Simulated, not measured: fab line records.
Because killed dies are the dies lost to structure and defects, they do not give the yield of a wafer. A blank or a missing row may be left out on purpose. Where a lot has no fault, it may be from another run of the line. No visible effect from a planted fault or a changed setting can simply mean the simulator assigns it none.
Which tool was responsible?	flow n5-finfet	Sampling: 24 lots, 72 wafers, 5 of 1938 route steps

## WHAT EACH GAUGE READ, for each wafer
N5_BEOL_M5_RS_MEAS_57: the measuring method here is four-point-probe. Usual: M5_RS typically reads 0.387 ohm/sq, with standard deviation 0.01.
lot	measured	on	M5_RS (ohm/sq)	flag
L074	day 8 15:26	film-metro-01	0.389 0.380 0.378	
L076	day 9 06:50	film-metro-02	0.395 0.379 0.404	
L075	day 9 23:04	film-metro-01	0.376 0.389 0.387	
L078	day 10 05:04	film-metro-02	0.377 0.381 0.376	
L077	day 10 12:34	film-metro-02	0.425 0.397 0.408	
L083	day 11 04:31	film-metro-02	0.389 0.412 0.398	
L079	day 11 06:01	film-metro-01	0.375 0.385 0.383	
L081	day 11 09:56	film-metro-01	0.378 0.379 0.387	
L080	day 11 11:46	film-metro-01	0.411 0.389 0.378	
L082	day 11 19:48	film-metro-02	0.385 0.385 0.398	
L084	day 11 23:23	film-metro-02	0.389 0.394 0.377	
L087	day 12 02:17	film-metro-02	0.389 0.387 0.395	
L085	day 12 12:59	film-metro-01	0.392 0.391 0.399	
L086	day 12 18:25	film-metro-02	0.389 0.379 0.394	
L090	day 12 23:08	film-metro-01	0.376 0.388 0.389	
L088	day 13 04:10	film-metro-02	0.393 0.392 0.384	
L089	day 13 09:08	film-metro-01	0.377 0.388 0.381	
L091	day 13 23:23	film-metro-01	0.378 0.369 0.378	
L092	day 14 01:08	film-metro-01	0.377 0.378 0.391	
L093	day 14 04:58	film-metro-01	0.387 0.387 0.395	
L096	day 14 09:04	film-metro-01	0.383 0.383 0.375	
L094	day 14 11:20	film-metro-01	0.398 0.388 0.380	
L095	day 14 14:43	film-metro-01	0.387 0.361 0.384	
L097	day 15 09:49	film-metro-02	0.388 0.370 0.381	

## WHICH TOOL RAN EACH LOT (tool, then ch and the chambers of the sampled wafers, then the start)
lot	N5_BEOL_M5_DESCUM_33	N5_BEOL_M5_STRIP_91	N5_BEOL_M5_ALD_86	N5_BEOL_M5_CO_CAP_78
L074	rie-diel-02 ch 1,2, day 8 07:32	rie-diel-02 ch 1,2, day 8 08:42 or earlier	ald-metal-03 ch 1,2,3, day 8 08:42	cvd-co-02 ch 0,1, day 8 15:15
L076	rie-diel-05 ch 1,3, day 8 23:51	rie-diel-05 ch 1,3, day 9 00:53 or earlier	ald-metal-02 ch 0,1, day 9 00:53	cvd-co-01 ch 1,2, day 9 06:37
L075	rie-diel-02 ch 1,3, day 9 15:32	rie-diel-02 ch 1,3, day 9 16:52 or earlier	ald-metal-03 ch 1,2, day 9 16:52	cvd-co-01 ch 0,1,2, day 9 22:53
L078	rie-diel-05 ch 0,1, day 9 21:55	rie-diel-05 ch 0,1, day 9 23:07 or earlier	ald-metal-03 ch 0,1,2, day 9 23:07	cvd-co-02 ch 0,1, day 10 04:53
L077	rie-diel-05 ch 1,3, day 10 04:52	rie-diel-05 ch 1,3, day 10 06:30 or earlier	ald-metal-03 ch 0,2,3, day 10 06:30	cvd-co-01 ch 0,2, day 10 12:23
L083	rie-diel-04 ch 0,1,3, day 10 20:47	rie-diel-04 ch 0,1,3, day 10 22:27 or earlier	ald-metal-02 ch 0,3, day 10 22:27	cvd-co-01 ch 1,2, day 11 04:20
L079	rie-diel-04 ch 0,1,2, day 10 21:19	rie-diel-04 ch 0,1,2, day 10 23:00 or earlier	ald-metal-03 ch 1,2, day 10 23:00	cvd-co-01 ch 1,2, day 11 05:50
L081	rie-diel-02 ch 0,1,2, day 10 23:17	rie-diel-02 ch 0,1,2, day 11 03:58 or earlier	ald-metal-02 ch 1,2, day 11 03:58	cvd-co-01 ch 1,2, day 11 09:45
L080	rie-diel-05 ch 0,3, day 11 03:19	rie-diel-05 ch 0,3, day 11 04:49 or earlier	ald-metal-01 ch 1,3, day 11 04:49	cvd-co-02 ch 1,2, day 11 11:35
L082	rie-diel-04 ch 1,2, day 11 12:29	rie-diel-04 ch 1,2, day 11 13:49 or earlier	ald-metal-03 ch 0,3, day 11 13:49	cvd-co-01 ch 1,2, day 11 19:37
L084	rie-diel-04 ch 0,2,3, day 11 15:51	rie-diel-04 ch 0,2,3, day 11 17:13 or earlier	ald-metal-03 ch 0,1,3, day 11 17:13	cvd-co-01 ch 1,2, day 11 23:12
L087	rie-diel-04 ch 0,1, day 11 18:48	rie-diel-04 ch 0,1, day 11 20:13 or earlier	ald-metal-01 ch 0,1,2, day 11 20:13	cvd-co-02 ch 0,1,2, day 12 02:06
L085	rie-diel-02 ch 1,2, day 12 05:22	rie-diel-02 ch 1,2, day 12 06:29 or earlier	ald-metal-01 ch 0,1,2, day 12 06:29	cvd-co-02 ch 1,2, day 12 12:49
L086	rie-diel-04 ch 0,1,3, day 12 10:48	rie-diel-04 ch 0,1,3, day 12 11:53 or earlier	ald-metal-01 ch 0,1,2, day 12 11:53	cvd-co-01 ch 1,2, day 12 18:13
L090	rie-diel-04 ch 2,3, day 12 15:52	rie-diel-04 ch 2,3, day 12 17:14 or earlier	ald-metal-03 ch 0,2,3, day 12 17:14	cvd-co-01 ch 1,2, day 12 22:58
L088	rie-diel-02 ch 0,1,2, day 12 20:07	rie-diel-02 ch 0,1,2, day 12 21:22 or earlier	ald-metal-03 ch 0,2,3, day 12 21:22	cvd-co-02 ch 0,1,2, day 13 03:57
L089	rie-diel-05 ch 0,2, day 13 01:53	rie-diel-05 ch 0,2, day 13 03:02 or earlier	ald-metal-01 ch 0,2,3, day 13 03:02	cvd-co-02 ch 0,1, day 13 08:57
L091	rie-diel-04 ch 0,2,3, day 13 16:04	rie-diel-04 ch 0,2,3, day 13 17:22 or earlier	ald-metal-03 ch 0,1,2, day 13 17:22	cvd-co-02 ch 0,2, day 13 23:11
L092	rie-diel-04 ch 0,2,3, day 13 16:31	rie-diel-04 ch 0,2,3, day 13 17:50 or earlier	ald-metal-02 ch 0,3, day 13 17:50	cvd-co-01 ch 0,2, day 14 00:57
L093	rie-diel-05 ch 0,1, day 13 19:37	rie-diel-05 ch 0,1, day 13 22:37 or earlier	ald-metal-02 ch 1,3, day 13 22:37	cvd-co-01 ch 0,1,2, day 14 04:47
L096	rie-diel-05 ch 1,2, day 14 01:03	rie-diel-05 ch 1,2, day 14 02:27 or earlier	ald-metal-03 ch 2,3, day 14 02:27	cvd-co-02 ch 1,2, day 14 08:51
L094	rie-diel-05 ch 1,2, day 14 01:38	rie-diel-05 ch 1,2, day 14 03:08 or earlier	ald-metal-01 ch 0,2, day 14 03:08	cvd-co-02 ch 1,2, day 14 11:07
L095	rie-diel-04 ch 0,2,3, day 14 07:28	rie-diel-04 ch 0,2,3, day 14 08:43 or earlier	ald-metal-02 ch 0,1, day 14 08:43	cvd-co-02 ch 0,1,2, day 14 14:32
L097	rie-diel-05 ch 1,2,3, day 15 02:24	rie-diel-05 ch 1,2,3, day 15 03:35 or earlier	ald-metal-03 ch 1,3, day 15 03:35	cvd-co-02 ch 0,1, day 15 09:37
- N5_BEOL_M5_DESCUM_33: chemistry O2, time 7 s.
- N5_BEOL_M5_STRIP_91: strips in N2/H2, time 10 s.
- N5_BEOL_M5_ALD_86: deposits TaN, pulse time 2 s, purge time 3 s, co reactant purge time 2 s.
- N5_BEOL_M5_CO_CAP_78: material Co, precursor CCTBA/H2, target thk 2 nm, time 102.1 s.

## WHAT THE TOOLS THEMSELVES READ (means of the sampled wafers that have a number; where no wafer has one, the mark that the record gives instead)
N5_BEOL_M5_DESCUM_33. Usual: for chamber-pressure-mTorr, 20.001 mTorr with a standard deviation of 0.017; for drypump-motor-current-A, 5.9 A with a standard deviation of 0.52; for oes-product-au, 0.76 a.u. with a standard deviation of 0.096; for rf-vpp-V, 243.1 V with a standard deviation of 1.4; for showerhead-plenum-p-Torr, 2.09 Torr with a standard deviation of 0.072; for temp-c, 40.01 C with a standard deviation of 0.11; for throttle-valve-pct, 20.54 % with a standard deviation of 0.26.
lot	tool	chamber-pressure-mTorr (mTorr)	drypump-motor-current-A (A)	oes-product-au (a.u.)	rf-vpp-V (V)	showerhead-plenum-p-Torr (Torr)	temp-c (C)	throttle-valve-pct (%)	flag
L074	rie-diel-02	20.001	5.8	0.89	244.2	2.18	40.05	20.08	
L076	rie-diel-05	19.998	6.0	0.71	242.3	2.07	40.04	20.85	
L075	rie-diel-02	20.000	5.5	0.86	244.7	2.17	40.01	20.22	
L078	rie-diel-05	19.982	6.3	0.69	243.9	2.07	40.10	20.64	
L077	rie-diel-05	20.006	6.0	0.71	243.4	2.07	39.88	20.87	
L083	rie-diel-04	19.992	6.1	0.81	242.8	2.10	40.00	20.56	
L079	rie-diel-04	19.979	6.1	0.73	243.1	2.08	40.04	20.58	
L081	rie-diel-02	20.007	5.8	0.78	244.3	2.13	40.00	20.39	
L080	rie-diel-05	20.018	5.5	0.68	242.1	2.06	39.96	20.70	
L082	rie-diel-04	20.001	6.3	0.74	242.7	2.06	40.07	20.60	
L084	rie-diel-04	20.005	5.8	0.80	244.4	2.16	40.04	20.54	
L087	rie-diel-04	20.010	6.4	0.72	241.7	2.03	40.03	20.63	
L085	rie-diel-02	19.992	5.8	0.84	245.0	2.17	39.99	20.12	
L086	rie-diel-04	20.004	6.1	0.79	242.6	2.10	40.00	20.59	
L090	rie-diel-04	19.987	5.5	0.80	243.9	2.19	39.93	20.51	
L088	rie-diel-02	20.012	5.9	0.77	243.7	2.12	40.04	20.41	
L089	rie-diel-05	20.014	5.4	0.75	242.6	2.05	40.03	20.41	
L091	rie-diel-04	20.011	5.8	0.79	243.7	2.15	40.01	20.56	
L092	rie-diel-04	19.991	5.7	0.78	243.9	2.15	39.91	20.56	
L093	rie-diel-05	20.003	5.9	0.67	242.5	2.05	40.05	20.64	
L096	rie-diel-05	19.988	5.9	0.81	242.2	2.04	40.03	20.27	
L094	rie-diel-05	19.986	6.3	0.74	242.9	2.05	39.93	20.49	
L095	rie-diel-04	20.002	5.7	0.78	243.8	2.15	40.06	20.56	
L097	rie-diel-05	19.992	5.9	0.74	242.7	2.05	39.93	20.60	

N5_BEOL_M5_STRIP_91. Usual: for chamber-pressure-mTorr, 19.998 mTorr with a standard deviation of 0.019; for drypump-motor-current-A, 5.9 A with a standard deviation of 0.53; for oes-product-au, 0.76 a.u. with a standard deviation of 0.096; for rf-vpp-V, 59.2 V with a standard deviation of 0.95; for showerhead-plenum-p-Torr, 2.54 Torr with a standard deviation of 0.088; for temp-c, 39.97 C with a standard deviation of 0.11; for throttle-valve-pct, 23.72 % with a standard deviation of 0.25.
lot	tool	chamber-pressure-mTorr (mTorr)	drypump-motor-current-A (A)	oes-product-au (a.u.)	rf-vpp-V (V)	showerhead-plenum-p-Torr (Torr)	temp-c (C)	throttle-valve-pct (%)	flag
L074	rie-diel-02	19.992	5.8	0.90	59.3	2.66	39.91	23.33	
L076	rie-diel-05	20.000	6.0	0.71	57.8	2.51	40.00	23.96	
L075	rie-diel-02	19.987	5.5	0.86	60.8	2.65	39.97	23.51	
L078	rie-diel-05	20.012	6.3	0.69	58.8	2.51	39.92	23.79	
L077	rie-diel-05	20.017	6.0	0.70	60.0	2.51	39.89	23.98	
L083	rie-diel-04	19.990	6.1	0.82	59.7	2.55	39.95	23.69	
L079	rie-diel-04	19.997	6.1	0.74	58.8	2.52	39.98	23.71	
L081	rie-diel-02	20.002	5.8	0.78	58.7	2.59	39.95	23.64	
L080	rie-diel-05	19.993	5.5	0.69	58.8	2.51	40.11	23.83	
L082	rie-diel-04	20.007	6.2	0.74	58.8	2.49	40.01	23.89	
L084	rie-diel-04	19.984	5.8	0.80	59.4	2.61	39.91	23.56	
L087	rie-diel-04	20.006	6.4	0.73	59.3	2.45	39.99	23.85	
L085	rie-diel-02	20.019	5.8	0.84	59.0	2.65	39.99	23.36	
L086	rie-diel-04	20.009	6.1	0.80	58.4	2.54	39.95	23.70	
L090	rie-diel-04	19.990	5.5	0.80	59.8	2.65	39.94	23.60	
L088	rie-diel-02	19.995	5.8	0.77	59.8	2.58	39.93	23.66	
L089	rie-diel-05	20.017	5.4	0.75	60.1	2.50	39.85	23.66	
L091	rie-diel-04	19.981	5.8	0.78	59.3	2.61	39.92	23.59	
L092	rie-diel-04	20.005	5.7	0.79	59.4	2.61	39.89	23.56	
L093	rie-diel-05	19.999	5.8	0.66	59.3	2.50	40.13	23.79	
L096	rie-diel-05	19.988	5.9	0.81	59.5	2.49	40.04	23.62	
L094	rie-diel-05	19.990	6.3	0.74	59.2	2.49	40.06	23.74	
L095	rie-diel-04	19.995	5.8	0.78	59.1	2.60	40.00	23.58	
L097	rie-diel-05	19.986	5.9	0.74	58.7	2.49	40.03	23.83	

N5_BEOL_M5_ALD_86. Usual: heater-power-w 419 W, standard deviation 34; mfc-carrier-sccm 1500 sccm, standard deviation 4.4; precursor-vessel-carrier-sccm 1000 sccm, standard deviation 3.3.
lot	tool	heater-power-w (W)	mfc-carrier-sccm (sccm)	precursor-vessel-carrier-sccm (sccm)	flag
L074	ald-metal-03	433	1504	998	
L076	ald-metal-02	362	1499	1002	
L075	ald-metal-03	431	1498	995	
L078	ald-metal-03	439	1501	999	
L077	ald-metal-03	433	1500	999	
L083	ald-metal-02	402	1500	1001	
L079	ald-metal-03	450	1498	1001	
L081	ald-metal-02	396	1503	998	
L080	ald-metal-01	416	1502	1003	
L082	ald-metal-03	423	1505	1001	
L084	ald-metal-03	418	1496	1001	
L087	ald-metal-01	442	1504	1002	
L085	ald-metal-01	439	1500	999	
L086	ald-metal-01	444	1509	998	
L090	ald-metal-03	437	1498	1000	
L088	ald-metal-03	435	1499	1001	
L089	ald-metal-01	422	1500	1001	
L091	ald-metal-03	441	1498	997	
L092	ald-metal-02	368	1498	1000	
L093	ald-metal-02	414	1495	999	
L096	ald-metal-03	448	1498	999	
L094	ald-metal-01	446	1496	1002	
L095	ald-metal-02	362	1502	1000	
L097	ald-metal-03	406	1504	996	

N5_BEOL_M5_CO_CAP_78. Usual: 240 W for heater-power-w, sd 30.
lot	tool	heater-power-w (W)	flag
L074	cvd-co-02	217	
L076	cvd-co-01	233	
L075	cvd-co-01	249	
L078	cvd-co-02	222	
L077	cvd-co-01	219	
L083	cvd-co-01	241	
L079	cvd-co-01	271	
L081	cvd-co-01	239	
L080	cvd-co-02	235	
L082	cvd-co-01	236	
L084	cvd-co-01	269	
L087	cvd-co-02	224	
L085	cvd-co-02	234	
L086	cvd-co-01	240	
L090	cvd-co-01	264	
L088	cvd-co-02	225	
L089	cvd-co-02	219	
L091	cvd-co-02	233	
L092	cvd-co-01	225	
L093	cvd-co-01	252	
L096	cvd-co-02	233	
L094	cvd-co-02	240	
L095	cvd-co-02	226	
L097	cvd-co-02	215	

## THE ANSWER, worked out from the rows above alone
Rule: a lot is off if the mean of its wafers that have a number lies more than 3 standard deviations from the usual mean. Also off: a lot with no number at a reading for which 4 or more lots have one. Where the step has rows for the other lots, those lots are counted as sound. After the gauges, taken in route order, come the tools' own readings; for these a lot's mean is taken, as printed above. At the first step where some lot is off, the reading lying furthest off is the one used; lots without a number count as furthest.
Nothing can be told from this: no lot is off at any reading shown.

## WHAT HAD BEEN PUT IN BY THE SIMULATOR
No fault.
